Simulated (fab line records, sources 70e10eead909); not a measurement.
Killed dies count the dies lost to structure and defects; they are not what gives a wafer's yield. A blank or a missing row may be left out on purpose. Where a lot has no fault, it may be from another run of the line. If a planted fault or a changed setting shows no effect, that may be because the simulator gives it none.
Matching of chambers | flow nand-harc | NHARC_A_BONDPAD_CMP_19 on cmp-03 has 4 sister chambers
The step polishes, t overpolish 30 s, cu recess touch 16 s, target thk 169.82 nm. 8 wafers are shown with their chamber, then 7 later ones without.

== WAFERS, EACH WITH ITS CHAMBER ==
wafer  | chamber | motor-current-A (A) | overpolish-run-s (s)
L157.5 | 3       | 11.3                | 30.007
L161.2 | 0       | 11.8                | 30.004
L161.3 | 2       | 12.7                | 30.011
L162.1 | 2       | 12.2                | 29.994
L162.2 | 1       | 13.8                | 29.999
L162.6 | 3       | 11.2                | 30.010
L164.4 | 0       | 12.8                | 29.992
L164.5 | 1       | 13.7                | 29.992

== WAFERS WITH NO CHAMBER GIVEN ==
wafer  | motor-current-A (A) | overpolish-run-s (s)
L164.6 | 12.7                | 30.001
L165.4 | 13.3                | 30.000
L165.5 | 11.9                | 30.003
L165.6 | 11.8                | 29.999
L168.2 | 11.6                | 30.003
L168.5 | 12.6                | 29.995
L168.6 | 13.8                | 29.994

== EACH ONE'S CHAMBER ==
wafer  | from the rows above          | in truth
L164.6 | can't be placed: 2 or 0      | 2
L165.4 | can't be placed: 1 or 2 or 0 | 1
L165.5 | can't be placed: 0 or 2 or 3 | 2
L165.6 | can't be placed: 0 or 2 or 3 | 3
L168.2 | can't be placed: 3 or 0 or 2 | 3
L168.5 | can't be placed: 0 or 2      | 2
L168.6 | 1                            | 1
Placed correctly: 1 of 7. Unplaceable from these rows: 6, with the true chamber sitting among the candidates in 6. Wrongly placed: 0.
How it was worked out, from the rows above alone: a wafer's distance from a chamber is the root of the sum, over the readings, of the square of ((its reading less the chamber's mean) divided by the reading's scatter). The wafer belongs to the nearest chamber; if the next one is less than 2 further off, it can't be placed. The mean given for a chamber averages the wafers shown for that chamber. The scatter: the root of (the sum of the squares of (reading less its chamber's mean) over the shown wafers, divided by (wafers less chambers)).
